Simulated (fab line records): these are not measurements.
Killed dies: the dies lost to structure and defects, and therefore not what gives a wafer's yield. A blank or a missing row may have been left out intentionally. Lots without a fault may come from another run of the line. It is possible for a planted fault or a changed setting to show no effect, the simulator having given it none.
fab line records	flow n5-finfet
record: lots: 7	wafers: 21
route steps=1938 shown PASSIVATION@1931
start-h: the number of hours between the record's first day and the start of the first shown wafer of the lot	wait-h: hours since the lot's step before	" unchanged from the row above	L1.1+2: a single row standing in for several wafers	- no value, or no start given	* or withheld: withheld	< > ~ a bound
route shown NAME@n: NAME is a module with steps in the file, n the number in the route of the first one	usual: mean and standard deviation over wafers with no fault	same: alike in all rows	chamber/n: place in a boat	sites: readings site by site	_std_site: how widely they spread, as a standard deviation	_edge_site: inner sites' mean taken away from outer sites' mean	radius-mm: how far each site lies from the wafer's centre	mask NAME#n: copy n	behind: tool/chamber where the wafer was last shaped	hold: cause of the lot's hold/its duration in hours/its outcome	device: transistor that didn't switch, given as n, p or np	end of line: tests run on the same wafers once the route is complete	a step with no rows: only its recipe	killed: the dies lost at the first sort to structure and to defects; this is not the yield of the wafer	map: the dies of a wafer, with x for killed, . for not killed, _ for no die there
set.NAME: setting as actually run; set.NAME@STEP: the setting as run at that earlier step	model.NAME: the simulator's own value behind a step, which no gauge read
lots with deliberately changed settings; one table per step, one row per wafer
== steps ==
step: N5_PASSIVATION_STRIP_48
recipe: chemistry: O2	power-w: 600	temp-c: 60	pressure-mtorr: 30	rf-frequency-hz: 6e+07	bias-power-w: 0	overash-fraction: 0.5	o2-flow-sccm: 225
lot.wafer	tool	chamber	start-h	wait-h	set.power-w
L075.1+2+6	rie-diel-05	1,2,3	291.83	0.1	600
L078.1+5	rie-diel-01	1,0	339.07	0.1	600
L078.3	"	3	"	"	520.3
L079.1+3+6	rie-diel-01	1,0,2	369.46	0.1	600
L081.4+5	rie-diel-03	2,1	379.25	0.1	554.7
L081.6	"	2	"	"	600
L086.2+4	rie-diel-01	0,2	411.74	0.1	572.9
L086.3	"	3	"	"	600
L089.2+3	rie-diel-05	2,1	414.86	0.1	675.5
L089.6	"	0	"	"	600
L090.1+5	rie-diel-03	0	421.92	0.1	527.8
L090.4	"	1	"	"	600
step: N5_PASSIVATION_STRIP_52
recipe: chemistry: post-etch-residue-remover	time-s: 1200	temp-c: 72.5
step: N5_PASSIVATION_CLEAN_71
recipe: chemistry: IPA	time-s: 180	temp-c: 25
step: N5_PASSIVATION_SRD_72
recipe: dry: ipa-marangoni	time-s: 30	temp-c: 23	rinse-liquid: diw
step: N5_PASSIVATION_ANNEAL_56
recipe: temp-c: 400	time-s: 1800	ambient: FGA	idle-temp-c: 300	ramp-up-c-per-min: 5	ramp-down-c-per-min: 3
step: N5_PASSIVATION_PROBE_49
usual: defect-limited-yield: 90.9/1.4	killed_at_M0_to_M3: 38/11	killed_at_M4_up: 13/5.9	killed-at-contacts: 14/6.4	killed-at-front-end: 38/11	killed-at-other: 3.3/2.5	killed-dies: 107/16	killed-open: 70/12	killed-short: 35/7.7	sort_bin_5_function: 5.3/0.94	sort_bin_6_memory: 3.5/0.7	sort-n-pass: 1073/16	sort-yield-pct: 90.9/1.4
same: gross-dies: 1180	killed-at-back-side: 0	sort_bin_4_leakage[%]: 0	sort_bin_8_speed[%]: 0
lot.wafer	tool	chamber	start-h	wait-h	set.time-s@PASSIVATION_ETCH_54	defect-limited-yield[%]	killed_at_M0_to_M3	killed_at_M4_up	killed-at-contacts	killed-at-front-end	killed-at-other	killed-dies	killed-open	killed-short	sort_bin_5_function[%]	sort_bin_6_memory[%]	sort-n-pass	sort-yield-pct[%]
L075.1	prober-01	-	294.32	0.0	440	91.9	21	14	3	51	7	96	65	31	4.4	3.6	1084	91.9
L075.2	prober-01	-	294.37	0.1	440	90.4	38	7	6	59	3	113	66	47	5.9	3.2	1067	90.4
L075.6	prober-01	-	294.57	0.3	440	93.3	17	17	8	34	3	79	44	34	4.4	2.2	1101	93.3
L078.1	prober-02	-	341.56	0.0	534.7	94.6	25	10	11	18	0	64	44	18	3.5	1.7	1116	94.6
L078.3	prober-02	-	341.66	0.1	534.7	91.4	33	18	14	36	1	102	65	32	4.7	3.7	1078	91.4
L078.5	prober-02	-	341.76	0.2	440	93.1	33	17	4	25	2	81	55	25	4.0	2.5	1099	93.1
L079.1	prober-01	-	372.04	0.0	472.8	86.3	44	12	50	54	2	162	75	47	7.5	5.3	1018	86.3
L079.3	prober-01	-	372.14	0.1	440	88.6	31	30	19	53	2	135	86	46	6.0	5.0	1045	88.6
L079.6	prober-01	-	372.29	0.3	440	91.4	37	23	5	32	5	102	65	31	5.7	2.8	1078	91.4
L081.4	prober-02	-	381.95	0.2	412.7	90.6	34	24	8	41	4	111	72	38	6.0	3.0	1069	90.6
L081.5	prober-02	-	382.00	0.2	440	93.0	28	17	13	25	0	83	61	21	4.5	2.4	1097	93.0
L081.6	prober-02	-	382.05	0.3	440	88.9	39	26	6	57	3	131	91	40	6.9	4.0	1049	88.9
L086.2	prober-01	-	414.28	0.1	440	90.3	29	9	7	63	6	114	71	42	5.4	3.7	1066	90.3
L086.3	prober-01	-	414.33	0.1	341.2	0	19	12	16	798	335	1180	62	27	76.9	16.5	0	0
L086.4	prober-01	-	414.38	0.2	341.2	0.8	34	13	5	50	1069	1171	76	32	94.7	4.4	9	0.8
L089.2	prober-01	-	417.40	0.1	440	14.2	72	15	14	911	1	1013	87	36	57.6	20.1	167	14.2
L089.3	prober-01	-	417.45	0.1	440	14.3	53	11	12	929	6	1011	86	39	58.7	18.6	169	14.3
L089.6	prober-01	-	417.60	0.3	398.4	13.3	48	9	13	952	1	1023	61	38	59.2	18.6	157	13.3
L090.1	prober-02	-	424.41	0.0	440	89.6	48	14	16	43	2	123	88	34	6.3	3.8	1057	89.6
L090.4	prober-02	-	424.56	0.2	440	89.4	48	11	26	40	0	125	82	31	6.5	3.5	1055	89.4
L090.5	prober-02	-	424.61	0.2	440	90.3	42	17	27	28	0	114	67	36	6.5	2.9	1066	90.3
killed by level:class
L075.1 STI_FIN_REVEAL:geometric-particle:open=17 FIN_SAQP:geometric-particle:short=11 BEOL_M1:geometric-particle:open=6 FIN_SAQP:geometric-particle:open=5 BEOL_M0_SAQP:geometric-particle:short=5 STI_FIN_REVEAL:geometric-particle:short=4 GATE_CUT:geometric-particle:open=4 BEOL_M2:geometric-particle:open=4
L075.2 FIN_SAQP:geometric-particle:short=17 STI_FIN_REVEAL:geometric-particle:open=16 BEOL_M1:geometric-particle:open=9 BEOL_M3:geometric-particle:open=6 FIN_SAQP:geometric-particle:open=6 BEOL_M0_SAQP:geometric-particle:short=5 GATE_CUT:geometric-particle:open=4 MOL_CONTACT_COAG:geometric-particle:open=4
L075.6 FIN_SAQP:geometric-particle:short=9 MOL_CONTACT_COAG:geometric-particle:open=6 BEOL_M4:geometric-particle:open=6 STI_FIN_REVEAL:geometric-particle:open=5 BEOL_M5:geometric-particle:open=5 STARTING-WAFER:geometric-particle:short=5 GATE_CUT:geometric-particle:short=4 BEOL_M2:geometric-particle:open=4
L078.1 MOL_CONTACT_COAG:geometric-particle:open=9 BEOL_M0_SAQP:geometric-particle:open=6 BEOL_M1:geometric-particle:open=6 BEOL_M0:geometric-particle:open=4 BEOL_M2:geometric-particle:open=4 STARTING-WAFER:geometric-particle:open=3 STARTING-WAFER:geometric-particle:short=3 DUMMY_GATE:geometric-particle:open=2
L078.3 MOL_CONTACT_COAG:geometric-particle:open=13 FIN_SAQP:geometric-particle:short=10 BEOL_M2:geometric-particle:open=10 FIN_SAQP:geometric-particle:open=9 BEOL_M3:geometric-particle:open=6 BEOL_M2:geometric-particle:short=5 BEOL_M4:geometric-particle:open=5 BEOL_M0_SAQP:geometric-particle:short=4
L078.5 BEOL_M0_SAQP:geometric-particle:open=8 BEOL_M3:geometric-particle:open=8 FIN_SAQP:geometric-particle:short=6 BEOL_M2:geometric-particle:open=5 BEOL_M4:geometric-particle:open=5 STI_FIN_REVEAL:geometric-particle:open=4 GATE_CUT:geometric-particle:short=4 MOL_CONTACT_COAG:geometric-particle:open=4
L079.1 MOL_CONTACT_COAG:area-expose=40 FIN_SAQP:geometric-particle:open=19 BEOL_M0_SAQP:geometric-particle:short=14 BEOL_M3:geometric-particle:open=14 FIN_SAQP:geometric-particle:short=11 STI_FIN_REVEAL:geometric-particle:open=9 BEOL_M0_SAQP:geometric-particle:open=7 BEOL_M2:geometric-particle:open=6
L079.3 FIN_SAQP:geometric-particle:open=18 MOL_CONTACT_COAG:geometric-particle:open=13 FIN_SAQP:geometric-particle:short=10 BEOL_M0_SAQP:geometric-particle:short=9 BEOL_M4:geometric-particle:open=9 BEOL_M5:geometric-particle:open=8 MOL_CONTACT_COAG:geometric-particle:short=6 BEOL_M0_SAQP:geometric-particle:open=6
L079.6 BEOL_M0:geometric-particle:open=9 STI_FIN_REVEAL:geometric-particle:open=8 BEOL_M4:geometric-particle:open=8 FIN_SAQP:geometric-particle:short=7 BEOL_M0_SAQP:geometric-particle:open=7 BEOL_M3:geometric-particle:open=6 FIN_SAQP:geometric-particle:open=5 MOL_CONTACT_COAG:geometric-particle:open=5
L081.4 BEOL_M0_SAQP:geometric-particle:short=12 BEOL_M4:geometric-particle:open=12 FIN_SAQP:geometric-particle:open=9 FIN_SAQP:geometric-particle:short=8 MOL_CONTACT_COAG:geometric-particle:open=7 BEOL_M0_SAQP:geometric-particle:open=7 BEOL_M5:geometric-particle:open=6 GATE_CUT:geometric-particle:open=5
L081.5 MOL_CONTACT_COAG:geometric-particle:open=11 BEOL_M4:geometric-particle:open=9 BEOL_M0_SAQP:geometric-particle:open=7 FIN_SAQP:geometric-particle:short=6 STI_FIN_REVEAL:geometric-particle:open=6 BEOL_M1:geometric-particle:open=6 BEOL_M0_SAQP:geometric-particle:short=4 BEOL_M3:geometric-particle:open=4
L081.6 FIN_SAQP:geometric-particle:open=24 BEOL_M4:geometric-particle:open=12 BEOL_M0_SAQP:geometric-particle:short=8 BEOL_M1:geometric-particle:open=8 FIN_SAQP:geometric-particle:short=7 BEOL_M0_SAQP:geometric-particle:open=6 MOL_CONTACT_COAG:geometric-particle:open=5 STARTING-WAFER:geometric-particle:short=5
L086.2 STI_FIN_REVEAL:geometric-particle:open=19 FIN_SAQP:geometric-particle:open=9 FIN_SAQP:geometric-particle:short=7 DUMMY_GATE:geometric-particle:open=5 BEOL_M1:geometric-particle:short=5 BEOL_M0_SAQP:geometric-particle:open=5 STI_FIN_REVEAL:geometric-particle:short=4 ILD0:geometric-particle:open=4
L086.3 GATE_CUT:area-expose=754 PASSIVATION:area-etch=330 MOL_CONTACT_COAG:geometric-particle:open=14 FIN_SAQP:geometric-particle:open=11 DUMMY_GATE:geometric-particle:open=6 STI_FIN_REVEAL:geometric-particle:open=5 BEOL_M0_SAQP:geometric-particle:short=5 BEOL_M0_SAQP:geometric-particle:open=5
L086.4 PASSIVATION:area-etch=1059 FIN_SAQP:geometric-particle:open=19 BEOL_M0_SAQP:geometric-particle:open=10 FIN_SAQP:geometric-particle:short=8 STI_FIN_REVEAL:geometric-particle:open=8 BEOL_M1:geometric-particle:open=7 BEOL_M0_SAQP:geometric-particle:short=5 MOL_CONTACT_COAG:geometric-particle:open=5
L089.2 GATE_CUT:area-expose=888 BEOL_M0_SAQP:geometric-particle:open=14 BEOL_M2:geometric-particle:open=14 BEOL_M0_SAQP:geometric-particle:short=12 MOL_CONTACT_COAG:geometric-particle:open=10 BEOL_M1:geometric-particle:open=10 BEOL_M0:geometric-particle:open=9 FIN_SAQP:geometric-particle:short=4
L089.3 GATE_CUT:area-expose=885 BEOL_M0_SAQP:geometric-particle:open=15 FIN_SAQP:geometric-particle:open=11 BEOL_M1:geometric-particle:open=11 FIN_SAQP:geometric-particle:short=8 MOL_CONTACT_COAG:geometric-particle:open=8 BEOL_M0_SAQP:geometric-particle:short=8 BEOL_M2:geometric-particle:open=7
L089.6 GATE_CUT:area-expose=922 BEOL_M0_SAQP:geometric-particle:short=14 BEOL_M1:geometric-particle:open=13 MOL_CONTACT_COAG:geometric-particle:open=10 BEOL_M0_SAQP:geometric-particle:open=9 FIN_SAQP:geometric-particle:short=6 GATE_CUT:geometric-particle:short=5 BEOL_M3:geometric-particle:open=5
L090.1 FIN_SAQP:geometric-particle:open=17 MOL_CONTACT_COAG:geometric-particle:open=13 BEOL_M3:geometric-particle:open=12 BEOL_M0_SAQP:geometric-particle:open=12 BEOL_M0_SAQP:geometric-particle:short=10 STI_FIN_REVEAL:geometric-particle:open=7 FIN_SAQP:geometric-particle:short=6 BEOL_M1:geometric-particle:open=6
L090.4 STI_FIN_REVEAL:geometric-particle:open=17 MOL_CONTACT_COAG:geometric-particle:open=11 MOL_CONTACT_COAG:area-expose=11 BEOL_M1:geometric-particle:open=10 BEOL_M2:geometric-particle:open=9 BEOL_M3:geometric-particle:open=9 GATE_CUT:geometric-particle:short=7 BEOL_M0_SAQP:geometric-particle:open=6
L090.5 MOL_CONTACT_COAG:geometric-particle:open=18 BEOL_M1:geometric-particle:open=9 BEOL_M3:geometric-particle:open=7 MOL_CONTACT_COAG:area-expose=7 BEOL_M3:geometric-particle:short=6 BEOL_M0_SAQP:geometric-particle:short=5 BEOL_M0_SAQP:geometric-particle:open=5 FIN_SAQP:geometric-particle:short=4
== key ==
split: step: N5_PASSIVATION_STRIP_48	setting: power-w	stated: 600	by: wafer
response none clear
split outside-this-file step=N5_PASSIVATION_ETCH_54 setting=time-s
split outside-this-file: this setting was split too, and the file shows its column; the key of that split is in another file
